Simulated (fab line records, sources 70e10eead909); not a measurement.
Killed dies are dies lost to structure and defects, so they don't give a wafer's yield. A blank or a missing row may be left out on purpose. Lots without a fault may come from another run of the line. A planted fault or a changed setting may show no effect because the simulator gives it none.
Which tool did it? | flow nand_harc | 24 lots, 72 wafers sampled, at 4 steps of a route of 1159

WHAT THE GAUGES READ, wafer by wafer
NHARC_A_CONTACT_INSPECT_44.
lot  | measured     | on                | raw_defect_count
L074 | day 16 02:52 | defect_inspect-02 | 23 15 15
L075 | day 16 15:51 | defect_inspect-01 | 16 12 9
L077 | day 16 19:46 | defect_inspect-02 | 29 33 32
L076 | day 16 20:09 | defect_inspect-02 | 18 14 23
L078 | day 17 06:07 | defect_inspect-01 | 7 7 6
L079 | day 17 11:59 | defect_inspect-02 | 37 47 41
L081 | day 17 22:31 | defect_inspect-02 | 37 26 26
L082 | day 18 00:41 | defect_inspect-02 | 23 23 25
L083 | day 18 12:53 | defect_inspect-01 | 23 20 22
L085 | day 18 12:43 | defect_inspect-01 | 22 27 18
L080 | day 18 17:41 | defect_inspect-01 | 48 36 36
L084 | day 18 22:22 | defect_inspect-02 | 23 32 21
L086 | day 19 03:52 | defect_inspect-02 | 39 52 45
L087 | day 19 04:55 | defect_inspect-02 | 7 21 6
L088 | day 19 16:32 | defect_inspect-01 | 49 46 40
L089 | day 19 16:51 | defect_inspect-01 | 15 21 18
L090 | day 20 10:08 | defect_inspect-02 | 10 10 12
L091 | day 20 11:17 | defect_inspect-02 | 39 57 60
L093 | day 20 19:29 | defect_inspect-01 | 15 6 8
L092 | day 20 19:53 | defect_inspect-01 | 51 45 58
L094 | day 21 02:52 | defect_inspect-01 | 59 54 47
L095 | day 21 08:31 | defect_inspect-01 | 34 33 48
L097 | day 21 23:03 | defect_inspect-01 | 13 16 14
L096 | day 22 14:07 | defect_inspect-02 | 14 18 12

NHARC_A_CONTACT_CD_MEAS_69: target cd 200 nm.
lot  | measured     | on        | cd_nm (nm)
L074 | day 16 11:53 | cd_sem-03 | 200.1 199.5 199.7
L075 | day 16 23:56 | cd_sem-02 | 200.1 199.5 199.6
L077 | day 17 02:36 | cd_sem-01 | 200.5 200.4 201.0
L076 | day 17 02:59 | cd_sem-01 | 199.4 199.8 199.7
L078 | day 17 14:13 | cd_sem-01 | 199.4 199.6 199.5
L079 | day 17 20:26 | cd_sem-02 | 200.8 200.4 200.7
L081 | day 18 07:27 | cd_sem-03 | 200.8 199.8 199.9
L082 | day 18 09:11 | cd_sem-02 | 201.3 201.0 201.9
L083 | day 18 19:53 | cd_sem-01 | 200.2 201.3 200.1
L085 | day 18 19:35 | cd_sem-02 | 199.4 200.7 200.2
L080 | day 19 01:35 | cd_sem-03 | 200.0 199.4 199.0
L084 | day 19 05:35 | cd_sem-02 | 200.0 198.6 200.0
L086 | day 19 10:29 | cd_sem-01 | 200.5 200.1 199.5
L087 | day 19 11:54 | cd_sem-02 | 200.6 200.7 201.6
L088 | day 19 23:38 | cd_sem-02 | 199.9 199.9 200.0
L089 | day 20 00:26 | cd_sem-03 | 199.8 200.1 200.2
L090 | day 20 17:10 | cd_sem-03 | 199.8 200.1 200.0
L091 | day 20 18:11 | cd_sem-02 | 201.2 200.6 200.6
L093 | day 21 04:28 | cd_sem-02 | 200.1 200.7 201.3
L092 | day 21 06:12 | cd_sem-02 | 200.7 200.3 200.1
L094 | day 21 12:07 | cd_sem-03 | 199.4 199.2 199.7
L095 | day 21 16:19 | cd_sem-02 | 199.4 200.2 199.6
L097 | day 22 06:40 | cd_sem-02 | 200.2 199.1 199.8
L096 | day 22 21:37 | cd_sem-03 | 200.4 200.6 201.8

WHICH TOOL RAN EACH LOT (tool, then ch and the chambers of the sampled wafers, then the start)
lot  | NHARC_A_CONTACT_DEP_28        | NHARC_A_CONTACT_ETCH_117
L074 | acl_dep-03 ch 0, day 16 00:09 | har_cap_etch-02 ch 0,1, day 16 04:52
L075 | acl_dep-02 ch 0, day 16 13:16 | har_cap_etch-02 ch 0,1, day 16 18:05
L077 | acl_dep-01 ch 0, day 16 16:40 | har_cap_etch-01 ch 0,1, day 16 21:52
L076 | acl_dep-03 ch 0, day 16 18:09 | har_cap_etch-02 ch 0,1, day 16 22:11
L078 | acl_dep-03 ch 0, day 17 03:20 | har_cap_etch-01 ch 0, day 17 08:10
L079 | acl_dep-03 ch 0, day 17 08:51 | har_cap_etch-01 ch 0,1, day 17 14:20
L081 | acl_dep-01 ch 0, day 17 19:46 | har_cap_etch-03 ch 0, day 18 00:32
L082 | acl_dep-01 ch 0, day 17 22:21 | har_cap_etch-02 ch 0,1, day 18 03:14
L083 | acl_dep-02 ch 0, day 18 09:46 | har_cap_etch-03 ch 0,1, day 18 14:53
L085 | acl_dep-01 ch 0, day 18 10:04 | har_cap_etch-01 ch 0,1, day 18 14:51
L080 | acl_dep-02 ch 0, day 18 14:59 | har_cap_etch-03 ch 0,1, day 18 19:41
L084 | acl_dep-01 ch 0, day 18 20:16 | har_cap_etch-03 ch 0,1, day 19 00:22
L086 | acl_dep-02 ch 0, day 19 00:47 | har_cap_etch-01 ch 0,1, day 19 05:50
L087 | acl_dep-03 ch 0, day 19 01:50 | har_cap_etch-02 ch 0,1, day 19 07:09
L088 | acl_dep-02 ch 0, day 19 13:57 | har_cap_etch-03 ch 0,1, day 19 18:31
L089 | acl_dep-03 ch 0, day 19 14:26 | har_cap_etch-02 ch 0,1, day 19 19:06
L090 | acl_dep-01 ch 0, day 20 07:12 | har_cap_etch-01 ch 0,1, day 20 12:07
L091 | acl_dep-03 ch 0, day 20 08:08 | har_cap_etch-03 ch 0,1, day 20 13:20
L093 | acl_dep-01 ch 0, day 20 16:28 | har_cap_etch-03 ch 0,1, day 20 21:29
L092 | acl_dep-03 ch 0, day 20 16:50 | har_cap_etch-02 ch 0,1, day 20 21:54
L094 | acl_dep-02 ch 0, day 21 00:08 | har_cap_etch-03 ch 0,1, day 21 05:16
L095 | acl_dep-02 ch 0, day 21 05:27 | har_cap_etch-03 ch 0,1, day 21 10:31
L097 | acl_dep-02 ch 0, day 21 20:50 | har_cap_etch-03 ch 0,1, day 22 01:03
L096 | acl_dep-01 ch 0, day 22 11:01 | har_cap_etch-03 ch 0,1, day 22 16:08
- NHARC_A_CONTACT_DEP_28: deposits aC, target thk 3600 nm.
- NHARC_A_CONTACT_ETCH_117: etches the open film in C4F8/O2/Ar, time 94 s, target depth 922 nm.

WHAT THE TOOLS THEMSELVES READ (means of the sampled wafers that have a number; where no wafer has one, the mark that the record gives instead)
NHARC_A_CONTACT_DEP_28.
lot  | tool       | throttle_valve_pct (%)
L074 | acl_dep-03 | 34.996
L075 | acl_dep-02 | 34.995
L077 | acl_dep-01 | 35.000
L076 | acl_dep-03 | 35.006
L078 | acl_dep-03 | 34.999
L079 | acl_dep-03 | 34.992
L081 | acl_dep-01 | 34.993
L082 | acl_dep-01 | 35.002
L083 | acl_dep-02 | 34.997
L085 | acl_dep-01 | 35.002
L080 | acl_dep-02 | 35.003
L084 | acl_dep-01 | 35.014
L086 | acl_dep-02 | 35.006
L087 | acl_dep-03 | 34.990
L088 | acl_dep-02 | 35.002
L089 | acl_dep-03 | 35.004
L090 | acl_dep-01 | 35.003
L091 | acl_dep-03 | 34.999
L093 | acl_dep-01 | 35.003
L092 | acl_dep-03 | 35.002
L094 | acl_dep-02 | 34.996
L095 | acl_dep-02 | 35.002
L097 | acl_dep-02 | 35.008
L096 | acl_dep-01 | 34.997

THE ANSWER, worked out from the rows above alone
Rule: what is usual is taken from the lots themselves. Put in order of their means at a reading, lots are off if they are a third of the lots or fewer, leave a main group of 4 or more, and stand apart from it by a gap of 3 or more times the standard deviation of the main group's means; of several such gaps the widest counts. A main group whose means are all the same, to the digits that the tables above print for the reading, isn't used. A lot without any number at a reading at which 4 lots or more have one is off too. The other lots that the step has rows for count as sound. The gauges are gone through in route order, then the tools' own readings, and for those a lot's mean is taken as printed above. The first step at which some lot is off is used, and at that step the reading that is off furthest; a lot without a number counts as furthest.
No lot is off at any reading shown: from this, nothing can be told.

WHAT THE SIMULATOR HAD PUT IN
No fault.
